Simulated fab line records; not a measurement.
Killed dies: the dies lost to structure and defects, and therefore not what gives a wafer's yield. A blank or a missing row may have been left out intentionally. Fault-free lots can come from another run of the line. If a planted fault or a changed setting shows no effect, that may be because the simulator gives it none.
fab line records	flow nandHarc
[record] lots = 24	wafers = 72	lastDay = 34
route steps=1302 shown A_CONTACT@1042 A_BLC@1124 A_M0@1148
lots with no fault: from the same line, run without faults
startH: the number of hours between the record's first day and the start of the first shown wafer of the lot	waitH: hours from the lot's prior step to this one	" identical to the entry in the row above	L1.1+2: a row that stands for several wafers	- value missing, or start not given	* or withheld: withheld	< > ~ a bound
route shown NAME@n: names a module that has steps shown in the file, with the first one's number in the route	usual: mean and standard deviation over wafers with no fault	same: alike in all rows	chamber/n: place in a boat	sites: readings site by site	_std_site: standard deviation of those values	_edge_site: outer sites' mean less inner sites'	radiusMm: for every site, how far away it sits from the centre of the wafer	mask NAME#n: copy n	behind: the tool/chamber that last shaped the wafer	hold: why the lot was held/for how many hours/how that ended	device: the n, p or np transistor that did not switch	end of line: the tests these same wafers got at the end of their route	a step given without rows: its recipe and nothing more	killed: dies that structure and defects cost at the first sort, which is not the same as the wafer's yield	map: the dies of a wafer, with x for killed, . for not killed, _ for no die there
set.NAME: the setting that was run; set.NAME@STEP: the one run at that earlier step	model.NAME: the simulator's own value behind a step, which no gauge read
a sample of lots followed through the steps of the route, with each step as a table and each wafer as a row
services: from which hour (startH, from the record's first day; less than 0 if before it) a tool's chamber was out of use, for how many hours, and why
[[steps]]
[step NHARC_A_CONTACT_DESCUM_74]
[recipe] timeS = 3	o2FlowSccm = 200	arFlowSccm = 0	biasPowerW = 0	chemistry = O2
[usual] drypumpMotorCurrentA = 5.65/0.3	oesProductAu = 0.996/0.012	rfVppV = 57.7/0.85	showerheadPlenumPTorr = 1.91/0.081	throttleValvePct = 11.311/0.0089
lot.wafer	tool	chamber	startH	waitH	drypumpMotorCurrentA	oesProductAu	rfHoursCounterH	rfVppV	showerheadPlenumPTorr	throttleValvePct
L075.1	rieDiel-06	0	504.54	0.1	5.89	1.003	2	57.3	1.94	11.298
L075.3	"	2	"	"	5.54	0.998	3	57.1	2.02	11.321
L075.4	"	2	"	"	5.56	1.002	-	57.1	2.02	11.301
L074.2	rieDiel-01	3	509.98	0.1	5.15	0.969	47	58.0	1.95	11.302
L074.1	"	0	"	"	6.14	0.993	42	58.3	1.82	11.313
L074.5	"	2	"	"	5.70	0.989	-	56.7	1.84	11.310
L076.2	rieDiel-01	2	517.24	0.1	5.68	0.998	50	58.3	1.84	11.325
L076.5	"	2	"	"	5.65	0.994	-	56.3	1.84	11.319
L076.6	"	3	"	"	5.14	0.975	-	56.1	1.95	11.309
L078.3	rieDiel-06	0	532.74	0.1	5.90	0.983	8	58.6	1.94	11.292
L078.6	"	0	"	"	5.88	0.989	-	58.6	1.94	11.323
L078.4	"	1	"	"	5.39	0.999	-	56.7	1.88	11.321
L077.4	rieDiel-01	3	533.18	0.1	5.14	0.971	58	58.5	1.95	11.304
L077.1	"	0	"	"	6.14	0.979	51	56.8	1.82	11.316
L077.2	"	2	"	"	5.64	0.998	60	57.3	1.84	11.299
L080.1	rieDiel-13	3	549.37	0.1	5.17	1.012	7	58.1	1.98	11.311
L080.4	"	0	"	"	6.31	0.998	8	57.6	1.77	11.304
L080.6	"	0	"	"	6.29	1.023	-	57.0	1.77	11.321
L079.2	rieDiel-13	1	553.20	0.1	6.15	1.018	9	57.5	2.02	11.313
L079.1	"	3	"	"	5.16	1.015	7	58.2	1.98	11.306
L079.6	"	0	"	"	6.27	1.007	-	57.0	1.77	11.293
L081.1	rieDiel-06	3	564.33	0.1	5.60	0.989	4	58.0	1.81	11.316
L081.4	"	0	"	"	5.90	0.982	11	58.3	1.94	11.319
L081.6	"	2	"	"	5.57	0.999	-	58.3	2.02	11.308
L082.1	rieDiel-06	0	589.45	0.1	5.88	0.993	14	57.4	1.94	11.314
L082.4	"	1	"	"	5.37	0.989	14	58.3	1.88	11.313
L082.2	"	2	"	"	5.58	1.002	15	56.8	2.02	11.299
L083.4	rieDiel-06	3	604.27	0.1	5.61	0.993	9	55.8	1.80	11.313
L083.2	"	1	"	"	5.37	0.984	16	57.5	1.88	11.322
L083.5	"	0	"	"	5.87	0.996	-	57.9	1.94	11.302
L084.3	rieDiel-06	1	605.86	0.1	5.37	0.991	17	56.9	1.88	11.312
L084.4	"	2	"	"	5.57	0.993	17	59.1	2.02	11.320
L084.2	"	3	"	"	5.61	0.988	11	58.5	1.80	11.310
L086.4	rieDiel-06	1	609.33	0.1	5.36	0.978	18	57.8	1.88	11.305
L086.2	"	2	"	"	5.54	1.008	18	59.3	2.02	11.306
L086.1	"	3	"	"	5.63	0.987	12	57.1	1.80	11.325
L085.1	rieDiel-06	2	617.30	0.1	5.55	1.013	20	57.8	2.02	11.301
L085.5	"	0	"	"	5.90	0.992	-	58.7	1.94	11.313
L085.6	"	1	"	"	5.37	0.989	-	57.4	1.88	11.309
L088.4	rieDiel-06	0	633.64	0.1	5.90	0.992	24	58.1	1.94	11.310
L088.3	"	2	"	"	5.56	0.995	23	57.0	2.02	11.334
L088.1	"	3	"	"	5.60	0.999	17	56.4	1.80	11.315
L087.2	rieDiel-06	3	636.29	0.1	5.63	0.997	18	56.5	1.80	11.297
L087.4	"	1	"	"	5.36	0.987	24	58.4	1.87	11.310
L087.6	"	3	"	"	5.62	0.994	-	57.9	1.80	11.310
L089.4	rieDiel-06	3	644.92	0.1	5.60	1.004	19	57.8	1.80	11.313
L089.3	"	0	"	"	5.87	0.999	26	55.7	1.93	11.308
L089.5	"	0	"	"	5.86	0.989	-	57.2	1.93	11.313
L090.4	rieDiel-06	2	655.88	0.1	5.56	0.995	29	58.4	2.01	11.321
L090.1	"	0	"	"	5.87	0.987	29	57.6	1.93	11.313
L090.6	"	3	"	"	5.65	1.005	-	56.7	1.80	11.309
L091.3	rieDiel-13	2	662.90	0.1	5.48	0.993	44	56.5	2.00	11.317
L091.6	"	0	"	"	6.30	1.029	-	58.0	1.76	11.308
L091.5	"	1	"	"	6.18	1.010	-	57.4	2.01	11.320
L094.2	rieDiel-06	2	688.93	0.1	5.56	1.023	1	57.5	2.01	11.310
L094.6	"	3	"	"	5.60	1.002	-	57.9	1.80	11.306
L094.5	"	0	"	"	5.86	1.013	-	59.6	1.93	11.301
L092.1	rieDiel-06	3	690.45	0.1	5.62	1.003	2	58.3	1.80	11.309
L092.5	"	1	"	"	5.37	0.987	-	56.9	1.87	11.310
L092.6	"	2	"	"	5.56	1.014	-	59.0	2.01	11.299
L093.3	rieDiel-13	1	695.60	0.1	6.14	0.997	51	60.1	2.00	11.307
L093.2	"	3	"	"	5.17	1.001	51	56.7	1.97	11.307
L093.6	"	0	"	"	6.31	0.994	-	56.7	1.76	11.313
L096.1	rieDiel-06	1	709.39	0.1	5.37	0.993	8	57.8	1.87	11.314
L096.3	"	2	"	"	5.57	1.018	6	57.5	2.01	11.327
L096.6	"	1	"	"	5.37	0.991	-	57.7	1.87	11.308
L095.3	rieDiel-06	1	712.15	0.1	5.36	0.986	8	58.3	1.87	11.301
L095.2	"	3	"	"	5.60	0.996	6	57.8	1.80	11.309
L095.6	"	3	"	"	5.62	1.003	-	58.4	1.80	11.307
L097.2	rieDiel-06	1	741.20	0.1	5.37	0.995	10	59.2	1.87	11.321
L097.5	"	2	"	"	5.54	1.019	-	59.2	2.01	11.325
L097.6	"	3	"	"	5.62	1.000	-	58.1	1.80	11.332
[step NHARC_A_CONTACT_ETCH_77]
[recipe] targetDepthA = 1089	timeS = 54.5	cf4FlowSccm = 100	chf3FlowSccm = 30	arFlowSccm = 0	rfW = 500	biasW = 200	chemistry = CF4/CHF3
[usual] cf4FlowSccm = 100.04/0.27	chf3FlowSccm = 29.99/0.091	drypumpMotorCurrentA = 5.63/0.28	oesProductAu = 0.938/0.023	rfVppV = 370.5/2.3	showerheadPlenumPTorr = 1.57/0.062	throttleValvePct = 16.802/0.0086
lot.wafer	tool	chamber	startH	waitH	cf4FlowSccm	chf3FlowSccm	drypumpMotorCurrentA	oesProductAu	rfHoursCounterH	rfVppV	showerheadPlenumPTorr	throttleValvePct
L075.3	rieDiel-06	2	-	-	99.87	29.96	5.56	0.921	3	375.5	1.66	16.812
L075.1	"	0	"	"	99.91	30.05	5.89	0.922	3	371.0	1.60	16.796
L075.4	"	0	"	"	100.13	30.03	5.91	0.921	-	370.7	1.60	16.800
L074.1	rieDiel-01	2	-	-	100.36	29.97	5.65	0.915	47	368.2	1.52	16.795
L074.2	"	0	"	"	100.19	29.92	6.19	0.924	42	368.9	1.50	16.795
L074.5	"	3	"	"	100.17	29.84	5.13	0.897	-	371.7	1.60	16.795
L076.2	rieDiel-01	0	-	-	99.56	29.84	6.16	0.928	44	367.8	1.50	16.789
L076.5	"	2	"	"	99.97	30.06	5.63	0.918	-	368.2	1.52	16.813
L076.6	"	3	"	"	99.87	29.96	5.13	0.891	-	371.0	1.60	16.809
L078.3	rieDiel-06	1	-	-	100.28	30.24	5.37	0.918	8	369.7	1.55	16.807
L078.6	"	2	"	"	100.14	29.96	5.54	0.944	-	372.7	1.66	16.804
L078.4	"	0	"	"	99.64	29.89	5.88	0.915	-	370.4	1.59	16.799
L077.2	rieDiel-01	2	-	-	99.96	29.91	5.67	0.964	60	368.6	1.51	16.809
L077.1	"	0	"	"	100.34	30.07	6.16	0.955	51	367.1	1.50	16.812
L077.4	"	1	"	"	100.01	29.90	5.68	0.949	47	370.1	1.58	16.799
L080.1	rieDiel-13	0	-	-	100.40	30.21	6.29	0.973	8	366.4	1.46	16.812
L080.4	"	1	"	"	99.65	30.05	6.11	0.990	8	373.5	1.66	16.802
L080.6	"	0	"	"	100.51	30.25	6.27	0.970	-	366.9	1.46	16.798
L079.1	rieDiel-13	1	-	-	99.90	29.95	6.14	0.954	9	373.5	1.65	16.807
L079.2	"	2	"	"	100.08	30.10	5.49	0.953	7	372.7	1.65	16.807
L079.6	"	1	"	"	100.31	29.93	6.14	0.955	-	372.9	1.65	16.809
L081.4	rieDiel-06	0	-	-	99.75	30.13	5.87	0.915	12	373.3	1.59	16.791
L081.1	"	3	"	"	100.62	29.92	5.61	0.919	4	368.0	1.49	16.796
L081.6	"	1	"	"	99.97	30.09	5.37	0.920	-	370.5	1.55	16.795
L082.2	rieDiel-06	3	-	-	99.89	30.09	5.63	0.925	8	367.5	1.49	16.807
L082.4	"	1	"	"	100.06	30.04	5.36	0.925	15	370.6	1.54	16.822
L082.1	"	2	"	"	100.52	30.00	5.57	0.930	15	374.4	1.66	16.785
L083.2	rieDiel-06	3	-	-	99.69	29.97	5.61	0.919	10	367.2	1.49	16.812
L083.4	"	1	"	"	99.58	29.85	5.38	0.918	17	369.4	1.54	16.804
L083.5	"	3	"	"	100.09	29.93	5.62	0.918	-	367.6	1.49	16.803
L084.4	rieDiel-06	3	-	-	99.68	29.93	5.61	0.966	11	368.2	1.49	16.808
L084.2	"	0	"	"	100.13	30.00	5.87	0.954	17	370.9	1.59	16.802
L084.3	"	1	"	"	99.83	30.02	5.36	0.945	17	367.9	1.54	16.789
L086.1	rieDiel-06	2	-	-	99.98	29.90	5.58	0.985	18	373.6	1.65	16.795
L086.4	"	0	"	"	100.01	30.00	5.89	0.944	19	369.9	1.59	16.790
L086.2	"	1	"	"	100.39	30.01	5.37	0.957	18	369.4	1.54	16.821
L085.1	rieDiel-06	0	-	-	99.89	29.92	5.92	0.908	21	371.0	1.59	16.807
L085.5	"	0	"	"	99.80	29.90	5.88	0.919	-	371.9	1.59	16.808
L085.6	"	1	"	"	100.25	29.90	5.36	0.910	-	368.1	1.54	16.806
L088.3	rieDiel-06	3	-	-	100.08	29.96	5.62	0.927	17	367.9	1.49	16.788
L088.1	"	1	"	"	100.01	30.01	5.36	0.913	24	369.7	1.54	16.799
L088.4	"	2	"	"	99.76	29.95	5.54	0.918	24	373.1	1.65	16.803
L087.2	rieDiel-06	1	-	-	99.26	30.04	5.36	0.926	24	369.1	1.54	16.788
L087.4	"	3	"	"	100.11	29.92	5.62	0.921	18	368.2	1.49	16.792
L087.6	"	1	"	"	99.32	29.90	5.38	0.918	-	370.9	1.54	16.791
L089.4	rieDiel-06	1	-	-	99.95	29.99	5.37	0.949	25	370.2	1.54	16.809
L089.3	"	0	"	"	100.04	30.06	5.89	0.934	26	371.7	1.59	16.797
L089.5	"	2	"	"	100.02	30.04	5.54	0.955	-	372.8	1.65	16.805
L090.1	rieDiel-06	2	-	-	99.67	29.86	5.55	0.965	30	373.7	1.65	16.802
L090.4	"	0	"	"	99.83	30.14	5.89	0.965	29	372.3	1.59	16.810
L090.6	"	1	"	"	100.21	29.95	5.38	0.977	-	369.4	1.54	16.805
L091.3	rieDiel-13	0	-	-	99.83	30.03	6.31	0.935	42	367.8	1.46	16.805
L091.5	"	1	"	"	99.44	30.06	6.10	0.938	-	372.8	1.65	16.803
L091.6	"	2	"	"	100.16	30.06	5.46	0.915	-	373.7	1.64	16.804
L094.2	rieDiel-06	0	-	-	100.24	29.98	5.89	0.964	2	369.6	1.59	16.809
L094.6	"	2	"	"	100.18	29.95	5.54	0.989	-	373.0	1.65	16.803
L094.5	"	3	"	"	100.21	29.96	5.56	0.952	-	369.4	1.49	16.808
L092.1	rieDiel-06	1	-	-	99.89	30.16	5.36	0.944	3	368.7	1.54	16.805
L092.6	"	0	"	"	99.81	29.91	5.90	0.972	-	370.6	1.59	16.811
L092.5	"	1	"	"	100.23	30.00	5.36	0.948	-	368.9	1.54	16.808
L093.3	rieDiel-01	3	696.12	-	99.62	30.03	5.15	0.903	42	371.8	1.59	16.810
L093.2	"	2	"	"	100.14	30.03	5.66	0.918	42	370.2	1.50	16.793
L093.6	"	0	"	"	100.34	29.84	6.17	0.927	-	367.2	1.49	16.799
L096.1	rieDiel-06	2	-	-	100.26	29.98	5.55	0.947	6	374.5	1.65	16.806
L096.3	"	3	"	"	99.80	30.02	5.62	0.928	6	367.6	1.48	16.793
L096.6	"	2	"	"	99.70	30.15	5.55	0.935	-	374.8	1.65	16.790
L095.3	rieDiel-06	1	-	-	100.15	30.04	5.38	0.926	9	369.6	1.54	16.813
L095.2	"	2	"	"	99.87	30.09	5.58	0.944	7	372.9	1.65	16.806
L095.6	"	2	"	"	99.84	30.18	5.56	0.952	-	372.0	1.65	16.814
L097.2	rieDiel-06	3	-	-	100.13	29.84	5.63	0.918	8	366.3	1.48	16.794
L097.6	"	2	"	"	99.63	30.09	5.58	0.933	-	373.2	1.65	16.811
L097.5	"	3	"	"	99.90	29.79	5.61	0.919	-	368.4	1.48	16.805
[step NHARC_A_CONTACT_DEP_84]
[recipe] targetThkA = 28000	tempC = 400	material = aC
[usual] throttleValvePct = 34.999/0.0091
lot.wafer	tool	chamber	startH	waitH	throttleValvePct
L075.1	aclDep-01	0	509.97	-	35.006
L075.3	"	0	"	"	35.002
L075.4	"	0	"	"	34.994
L074.1	aclDep-03	0	515.37	-	35.003
L074.2	"	0	"	"	34.991
L074.5	"	0	"	"	34.999
L076.2	aclDep-01	0	523.94	-	34.997
L076.5	"	0	"	"	35.003
L076.6	"	0	"	"	35.004
L078.3	aclDep-03	0	538.71	-	34.997
L078.4	"	0	"	"	35.002
L078.6	"	0	"	"	35.009
L077.1	aclDep-03	0	539.86	-	35.006
L077.2	"	0	"	"	34.990
L077.4	"	0	"	"	35.017
L080.1	aclDep-02	0	558.48	-	34.993
L080.4	"	0	"	"	35.009
L080.6	"	0	"	"	34.992
L079.1	aclDep-03	0	558.63	-	35.011
L079.2	"	0	"	"	34.990
L079.6	"	0	560.06	-	35.000
L081.1	aclDep-03	0	569.68	-	35.015
L081.4	"	0	"	"	35.000
L081.6	"	0	"	"	34.995
L082.1	aclDep-02	0	596.35	-	34.995
L082.2	"	0	"	"	34.995
L082.4	"	0	"	"	34.996
L083.2	aclDep-03	0	609.65	-	34.997
L083.4	"	0	"	"	35.015
L083.5	"	0	"	"	35.002
L084.2	aclDep-01	0	612.18	-	35.015
L084.3	"	0	"	"	34.998
L084.4	"	0	"	"	35.006
L086.1	aclDep-01	0	614.43	-	35.008
L086.2	"	0	"	"	35.010
L086.4	"	0	"	"	35.009
L085.1	aclDep-03	0	624.20	-	34.982
L085.5	"	0	625.33	-	34.999
L085.6	"	0	"	"	35.000
L088.1	aclDep-03	0	644.84	-	34.990
L088.3	"	0	"	"	34.988
L088.4	"	0	"	"	34.997
L087.2	aclDep-03	0	646.86	-	34.997
L087.4	"	0	"	"	35.011
L087.6	"	0	"	"	34.988
L089.3	aclDep-03	0	650.79	-	34.988
L089.4	"	0	"	"	35.002
L089.5	"	0	"	"	35.003
L090.1	aclDep-01	0	661.92	-	35.001
L090.4	"	0	"	"	35.012
L090.6	"	0	"	"	35.007
L091.3	aclDep-01	0	671.06	-	35.004
L091.5	"	0	"	"	35.014
L091.6	"	0	"	"	34.995
L094.2	aclDep-03	0	694.97	-	35.003
L094.5	"	0	"	"	34.994
L094.6	"	0	"	"	35.010
L092.1	aclDep-02	0	697.98	-	34.991
L092.5	"	0	699.11	-	35.002
L092.6	"	0	"	"	34.992
L093.2	aclDep-03	0	701.94	-	34.990
L093.3	"	0	"	"	35.007
L093.6	"	0	"	"	35.002
L096.1	aclDep-01	0	714.56	-	34.992
L096.3	"	0	"	"	34.998
L096.6	"	0	"	"	35.008
L095.2	aclDep-03	0	717.85	-	34.999
L095.3	"	0	"	"	35.019
L095.6	"	0	"	"	34.998
L097.2	aclDep-01	0	749.53	-	34.997
L097.5	"	0	"	"	34.994
L097.6	"	0	"	"	35.005
[step NHARC_A_BLC_CD_MEAS_19]
[usual] cdNm = 100.4/2.7
lot.wafer	tool	chamber	startH	waitH	cdNm
L075.1	cdSem-01	-	519.90	-	102.3
L075.3	"	-	"	"	96.2
L075.4	"	-	"	"	104.6
L074.1	cdSem-03	-	525.81	-	101.1
L074.2	"	-	"	"	101.9
L074.5	"	-	"	"	98.7
L076.2	cdSem-02	-	533.90	-	96.8
L076.5	"	-	"	"	99.3
L076.6	"	-	"	"	101.3
L078.3	cdSem-01	-	548.16	-	100.4
L078.4	"	-	"	"	103.0
L078.6	"	-	"	"	104.2
L077.1	cdSem-01	-	550.17	-	101.9
L077.2	"	-	"	"	99.8
L077.4	"	-	"	"	96.8
L080.1	cdSem-02	-	568.71	-	96.4
L080.4	"	-	"	"	100.2
L080.6	"	-	"	"	100.7
L079.1	cdSem-01	-	569.78	-	105.8
L079.2	"	-	"	"	103.6
L079.6	"	-	"	"	105.6
L081.1	cdSem-01	-	579.50	-	100.5
L081.4	"	-	"	"	100.2
L081.6	"	-	"	"	97.4
L082.1	cdSem-01	-	606.21	-	102.7
L082.2	"	-	"	"	105.1
L082.4	"	-	"	"	103.8
L083.2	cdSem-01	-	619.31	-	102.0
L083.4	"	-	"	"	100.9
L083.5	"	-	"	"	100.8
L084.2	cdSem-03	-	622.73	-	102.3
L084.3	"	-	"	"	96.8
L084.4	"	-	"	"	99.4
L086.1	cdSem-01	-	624.89	-	95.5
L086.2	"	-	"	"	99.8
L086.4	"	-	"	"	100.4
L085.1	cdSem-02	-	634.57	-	99.5
L085.5	"	-	"	"	99.9
L085.6	"	-	"	"	95.6
L088.1	cdSem-01	-	654.58	-	97.5
L088.3	"	-	"	"	103.6
L088.4	"	-	"	"	99.4
L087.2	cdSem-03	-	656.62	-	98.6
L087.4	"	-	"	"	98.6
L087.6	"	-	"	"	97.7
L089.3	cdSem-03	-	660.25	-	96.4
L089.4	"	-	"	"	105.1
L089.5	"	-	"	"	99.1
L090.1	cdSem-02	-	671.99	-	96.5
L090.4	"	-	"	"	100.0
L090.6	"	-	"	"	102.5
L091.3	cdSem-02	-	680.31	-	102.4
L091.5	"	-	"	"	100.1
L091.6	"	-	"	"	100.1
L094.2	cdSem-02	-	704.51	-	101.8
L094.5	"	-	"	"	99.2
L094.6	"	-	"	"	103.2
L092.1	cdSem-02	-	708.23	-	97.2
L092.5	"	-	"	"	95.1
L092.6	"	-	"	"	98.4
L093.2	cdSem-01	-	711.90	-	102.4
L093.3	"	-	"	"	101.5
L093.6	"	-	"	"	103.1
L096.1	cdSem-02	-	724.99	-	99.8
L096.3	"	-	"	"	97.6
L096.6	"	-	"	"	97.5
L095.2	cdSem-01	-	727.98	-	102.3
L095.3	"	-	"	"	98.5
L095.6	"	-	"	"	100.1
L097.2	cdSem-02	-	759.19	-	99.0
L097.5	"	-	"	"	96.3
L097.6	"	-	"	"	98.8
[step NHARC_A_BLC_CVD_24]
[recipe] targetThkA = 1500	tempC = 300	pressureTorr = 40	wf6FlowSccm = 40	h2FlowSccm = 1600	arFlowSccm = 1560	timeS = 434	material = W
[usual] heaterPowerW = 459/34	mfcH2Sccm = 1599/4.7	throttleValvePct = 7.93/0.17
lot.wafer	tool	chamber	startH	waitH	heaterPowerW	mfcH2Sccm	throttleValvePct
L075.1	cvdW-01	1	-	-	468	1597	8.36
L075.4	"	0	"	"	429	1590	7.97
L075.3	"	1	"	"	459	1608	7.98
L074.2	cvdW-01	1	-	-	460	1599	8.20
L074.1	"	0	"	"	433	1604	8.00
L074.5	"	1	"	"	462	1598	8.10
L076.2	cvdW-01	1	-	-	463	1595	7.96
L076.5	"	0	"	"	430	1597	7.81
L076.6	"	1	"	"	456	1600	8.25
L078.3	cvdW-02	0	-	-	495	1593	8.47
L078.4	"	1	"	"	503	1600	8.07
L078.6	"	1	"	"	512	1603	7.97
L077.2	cvdW-02	1	-	-	524	1609	8.10
L077.1	"	0	"	"	494	1597	8.04
L077.4	"	0	"	"	495	1602	8.09
L080.1	cvdW-01	0	-	-	417	1601	7.94
L080.4	"	1	"	"	452	1589	7.87
L080.6	"	1	"	"	447	1590	7.58
L079.2	cvdW-02	1	-	-	513	1598	8.25
L079.1	"	0	"	"	495	1594	8.09
L079.6	"	0	"	"	489	1595	8.07
L081.1	cvdW-02	0	-	-	481	1605	7.97
L081.4	"	1	"	"	495	1604	8.03
L081.6	"	0	"	"	494	1601	8.10
L082.1	cvdW-02	0	-	-	492	1599	8.18
L082.2	"	1	"	"	507	1601	8.18
L082.4	"	0	"	"	499	1597	8.09
L083.2	cvdW-01	1	-	-	455	1602	7.91
L083.4	"	0	"	"	410	1595	7.64
L083.5	"	0	"	"	414	1590	7.54
L084.2	cvdW-02	1	-	-	506	1602	8.17
L084.3	"	1	"	"	496	1600	8.15
L084.4	"	0	"	"	483	1600	8.03
L086.2	cvdW-01	0	-	-	417	1599	7.99
L086.1	"	1	"	"	448	1597	7.86
L086.4	"	1	"	"	464	1594	7.96
L085.1	cvdW-01	1	-	-	446	1598	8.03
L085.6	"	0	"	"	415	1595	7.96
L085.5	"	1	"	"	447	1602	7.94
L088.1	cvdW-02	1	-	-	479	1593	7.85
L088.4	"	0	"	"	467	1602	7.95
L088.3	"	1	"	"	486	1597	7.94
L087.2	cvdW-02	0	-	-	471	1606	7.87
L087.4	"	1	"	"	502	1595	7.76
L087.6	"	1	"	"	501	1598	7.95
L089.3	cvdW-01	0	-	-	424	1594	7.82
L089.4	"	1	"	"	455	1598	7.73
L089.5	"	1	"	"	453	1600	7.97
L090.1	cvdW-01	0	-	-	408	1601	7.63
L090.4	"	0	"	"	412	1606	7.61
L090.6	"	1	"	"	455	1605	7.68
L091.3	cvdW-01	0	-	-	419	1605	8.04
L091.5	"	0	"	"	400	1597	7.67
L091.6	"	1	"	"	454	1589	7.98
L094.2	cvdW-01	0	-	-	413	1600	7.84
L094.5	"	1	"	"	465	1595	8.13
L094.6	"	0	"	"	415	1597	7.77
L092.1	cvdW-01	0	-	-	405	1603	7.92
L092.5	"	1	"	"	464	1602	7.88
L092.6	"	0	"	"	403	1606	7.90
L093.2	cvdW-01	1	-	-	461	1601	7.83
L093.3	"	0	"	"	414	1593	7.80
L093.6	"	1	"	"	452	1602	7.84
L096.1	cvdW-01	0	-	-	410	1597	7.87
L096.3	"	0	"	"	407	1595	7.94
L096.6	"	1	"	"	440	1598	7.84
L095.2	cvdW-02	0	-	-	476	1601	7.90
L095.3	"	0	"	"	477	1604	8.01
L095.6	"	1	"	"	501	1602	7.94
L097.2	cvdW-02	0	-	-	474	1603	7.90
L097.6	"	0	"	"	476	1608	7.94
L097.5	"	1	"	"	491	1601	8.11
[step NHARC_A_M0_OVL_MEAS_10]
[recipe] pitchNm = 160
[usual] overlayXNm = 0.1/0.85	overlayYNm = -0.2/0.98
lot.wafer	tool	chamber	startH	waitH	overlayXNm	overlayYNm
L075.1	overlay-02	-	522.74	-	0.6	-0.2
L075.3	"	-	"	"	1.2	-0.2
L075.4	"	-	"	"	1.1	-0.5
L074.1	overlay-01	-	528.92	-	0.3	0.3
L074.2	"	-	"	"	0.4	-0.3
L074.5	"	-	"	"	0.6	0.3
L076.2	overlay-01	-	537.33	-	-0.3	1.1
L076.5	"	-	"	"	0.1	1.5
L076.6	"	-	"	"	-0.7	0.5
L078.3	overlay-02	-	551.14	-	-0.1	-0.3
L078.4	"	-	"	"	-0.4	-0.2
L078.6	"	-	"	"	-0.3	-0.1
L077.1	overlay-01	-	553.13	-	-1.0	1.5
L077.2	"	-	"	"	-0.9	0.8
L077.4	"	-	"	"	-1.4	1.3
L080.1	overlay-02	-	571.71	-	-1.7	-0.4
L080.4	"	-	"	"	-1.7	0.1
L080.6	"	-	"	"	-1.5	-1.2
L079.1	overlay-02	-	572.76	-	0.8	-0.2
L079.2	"	-	"	"	0.2	-0.4
L079.6	"	-	"	"	0.6	-0.8
L081.1	overlay-01	-	582.52	-	1.1	-1.3
L081.4	"	-	"	"	1.2	-1.5
L081.6	"	-	"	"	1.6	-0.9
L082.1	overlay-02	-	609.14	-	0.1	-0.7
L082.2	"	-	"	"	0.1	-0.6
L082.4	"	-	"	"	0.0	-0.5
L083.2	overlay-01	-	622.27	-	-0.1	0.2
L083.4	"	-	"	"	-0.4	0.2
L083.5	"	-	"	"	0.0	0.1
L084.2	overlay-01	-	625.72	-	-0.1	-2.0
L084.3	"	-	"	"	0.5	-2.0
L084.4	"	-	"	"	-0.3	-2.1
L086.1	overlay-01	-	627.90	-	-0.9	-0.5
L086.2	"	-	"	"	-1.2	-0.7
L086.4	"	-	"	"	-1.3	-0.4
L085.1	overlay-01	-	637.54	-	-0.2	0.1
L085.5	"	-	"	"	-0.3	0.3
L085.6	"	-	"	"	-0.2	0.0
L088.1	overlay-01	-	657.43	-	0.8	0.3
L088.3	"	-	"	"	1.3	0.2
L088.4	"	-	"	"	0.9	0.7
L087.2	overlay-02	-	659.50	-	0.1	-2.1
L087.4	"	-	"	"	-0.5	-2.4
L087.6	"	-	"	"	-0.3	-1.4
L089.3	overlay-02	-	663.25	-	0.5	0.3
L089.4	"	-	"	"	0.4	1.2
L089.5	"	-	"	"	0.0	0.9
L090.1	overlay-01	-	675.03	-	0.4	0.2
L090.4	"	-	"	"	-0.4	0.2
L090.6	"	-	"	"	-0.6	0.7
L091.3	overlay-01	-	683.30	-	0.1	1.1
L091.5	"	-	"	"	0.3	1.1
L091.6	"	-	"	"	1.3	0.8
L094.2	overlay-01	-	707.42	-	0.6	-0.7
L094.5	"	-	"	"	0.9	-1.2
L094.6	"	-	"	"	1.2	-0.8
L092.1	overlay-02	-	711.21	-	-1.6	0.7
L092.5	"	-	"	"	-1.8	0.9
L092.6	"	-	"	"	-1.8	0.5
L093.2	overlay-02	-	714.80	-	1.1	1.9
L093.3	"	-	"	"	1.3	1.0
L093.6	"	-	"	"	0.9	0.6
L096.1	overlay-02	-	728.04	-	1.2	0.0
L096.3	"	-	"	"	0.6	0.1
L096.6	"	-	"	"	0.8	-0.1
L095.2	overlay-02	-	730.95	-	1.1	-0.8
L095.3	"	-	"	"	0.9	-1.1
L095.6	"	-	"	"	1.0	-1.1
L097.2	overlay-01	-	762.15	-	0.2	-1.3
L097.5	"	-	"	"	0.5	-0.9
L097.6	"	-	"	"	0.0	-1.6
[[services]]
tool	chamber	startH	hours	kind
rieDiel-06	-	484.20	9.0	pm
aclDep-03	-	487.04	13.0	pm
rieDiel-13	1	492.24	6.6	repair
cvdW-02	-	493.17	1.5	repair
rieDiel-13	0	495.00	16.7	repair
rieDiel-06	3	498.17	35.2	repair
cvdW-02	-	502.22	1.1	repair
cvdW-01	-	547.96	13.0	pm
rieDiel-06	-	548.65	3.7	repair
aclDep-01	-	553.40	13.0	pm
rieDiel-01	-	557.90	9.0	pm
cvdW-02	-	569.41	1.3	repair
rieDiel-01	-	602.36	3.7	repair
rieDiel-13	0	622.90	4.5	repair
cvdW-01	-	629.74	0.4	repair
cvdW-02	-	631.26	13.0	pm
rieDiel-06	-	661.20	9.0	pm
aclDep-03	-	666.50	4.7	repair
cvdW-02	1	683.98	4.9	repair
rieDiel-01	1	684.60	2.9	repair
rieDiel-06	0	711.70	2.8	repair
cvdW-01	-	725.35	0.5	repair
cvdW-01	-	728.96	13.0	pm
aclDep-01	-	734.40	13.0	pm
[[key]]
fault none
